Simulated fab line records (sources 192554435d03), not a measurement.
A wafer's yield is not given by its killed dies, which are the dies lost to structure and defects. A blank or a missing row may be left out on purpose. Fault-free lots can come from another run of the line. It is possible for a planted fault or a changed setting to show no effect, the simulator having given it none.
Struck lot and sound lot, side by side | flow n5-finfet | 15 out of 1938 route steps
Sound: wafers L308.2, L308.5, L308.6. Wafers L316.1, L316.3, L316.4 were the ones struck. At the end, the cause is stated.
Order at every step that has rows: each side's tool, ch and its chambers, its first start. Under that, the readings that differ: sound wafers | struck wafers | difference of the means | sigmas: that difference in standard deviations of wafers without a fault.
alike: readings with means less than 2 such deviations apart, plus words and numbers identical on both sides. not compared: withheld readings, readings lacking a value on some wafer, bounds such as >300 that could conceal the same value, and numbers that have no deviation in the record and whose values overlap.
Wherever a step has rows on one side only, a row that says differs or no value, or a row with sigmas, the two part there. Numbers that don't overlap but have no deviation are shown without sigmas and don't part them. Lack of a reading on every wafer of one side parts them only where that side has two or more wafers.

N5_HKMG_FIN_ETCH_86: etches SOC in N2/H2, stops on TiN, target depth 393.2 nm.
  sound on rie-diel-05 ch 0,2,3, day 6 17:13; struck on rie-diel-05 ch 1,2,3, day 8 12:31
  alike: drypump-motor-current-A, oes-product-au, rf-vpp-V, showerhead-plenum-p-Torr, throttle-valve-pct
  not compared: rf-hours-counter-h
N5_HKMG_FIN_STRIP_89: strips SOC in N2/H2, time 20 s.
  sound on rie-diel-05 ch 0,2,3, day 6 17:16; struck on rie-diel-05 ch 1,2,3, day 8 12:35
  alike: drypump-motor-current-A, oes-product-au, rf-vpp-V, showerhead-plenum-p-Torr, throttle-valve-pct
  not compared: rf-hours-counter-h
then, 1 step without rows for these wafers: N5_HKMG_FIN_WET_ETCH_87 (etches TiN in SC1, time 154.2 s, target depth 4.7 nm, rinse time 30 s).
N5_HKMG_FIN_STRIP_88: strips in N2/H2, time 360 s.
  sound on plasma-asher-01 ch 0,1, day 6 17:28; struck on plasma-asher-01 ch 0,1, day 8 12:50
  alike: drypump-motor-current-A, heater-power-w
  not compared: rf-hours-counter-h
then, 1 step without rows for these wafers: N5_HKMG_FIN_NWFM_ALD_20 (deposits TiAlC, target thk 2 nm, pulse time 3 s, purge time 2 s).
N5_HKMG_FIN_ALD_71: deposits TiN, target thk 1 nm, pulse time 1 s, purge time 3 s.
  sound on ald-metal-04 ch 0,2,3, day 6 17:56; struck on ald-metal-04 ch 0,2,3, day 8 13:26
  alike: heater-power-outer-w, heater-power-w, precursor-pulse-height-rel, susceptor-temp-C
then, 4 steps without rows for these wafers: N5_HKMG_FIN_COAT_66 (time 60 s, resist thk 300 nm); N5_HKMG_FIN_ETCH_67 (etches SOC in N2/H2, stops on TiN, target depth 388.9 nm); N5_HKMG_FIN_STRIP_90 (strips SOC in N2/H2, time 20 s); N5_HKMG_FIN_WET_ETCH_73 (etches the open film in SC1, time 42.3 s, target depth 1.3 nm, rinse time 30 s).
N5_HKMG_FIN_ETCHBACK_68: etches the open film in Cl2/Ar, stops on HfO2, target depth 0.5 nm.
  sound on rie-metal-02 ch 0,1, day 6 18:30; struck on rie-metal-02 ch 0,1, day 8 14:04
  reading                      | sound       | struck      | difference | sigmas
  he-backside-leak-sccm (sccm) | 3.2 3.1 3.3 | 6.0 3.2 3.2 | +0.9       | +3
  alike: drypump-motor-current-A, oes-product-au, throttle-valve-pct
  not compared: rf-hours-counter-h
then, 1 step without rows for these wafers: N5_HKMG_FIN_STRIP_69 (strips in N2/H2, time 360 s).
N5_HKMG_FIN_ALD_21: deposits TiN, target thk 1.5 nm, pulse time 1 s, purge time 3 s.
  sound on ald-metal-02 ch 0,1, day 6 19:01; struck on ald-metal-02 ch 0,1,2, day 8 14:35
  reading              | sound                | struck               | difference | sigmas
  susceptor-temp-C (C) | 399.86 400.17 399.93 | 381.25 381.80 381.18 | -18.58     | -77
  alike: heater-power-outer-w, heater-power-w, precursor-pulse-height-rel
then, 1 step without rows for these wafers: N5_HKMG_FIN_ALD_72 (deposits W, target thk 2 nm, pulse time 1 s, purge time 2 s).
-- a jump in the record: the struck wafers' starts before and after are 4 days apart (it breaks off in module HKMG_FIN and resumes in module BEOL_M4, where the first step shown is number 1111 of the route) --
N5_BEOL_M4_RC_MEAS_101:
  sound on prober-01 ch 0, day 10 08:52; struck on prober-01 ch 0, day 12 03:14
  alike: DIBL_N, DIBL_P, IOFF_N, IOFF_P, ION_N, ION_P, SS_N, SS_P, VT_N, VT_P

== WHERE THEY PART ==
First at N5_HKMG_FIN_ETCHBACK_68; last, within this record, at N5_HKMG_FIN_ALD_21. Later steps at which nothing parts them and some readings are alike: N5_BEOL_M4_RC_MEAS_101.

WHY: what had been put in by the simulator
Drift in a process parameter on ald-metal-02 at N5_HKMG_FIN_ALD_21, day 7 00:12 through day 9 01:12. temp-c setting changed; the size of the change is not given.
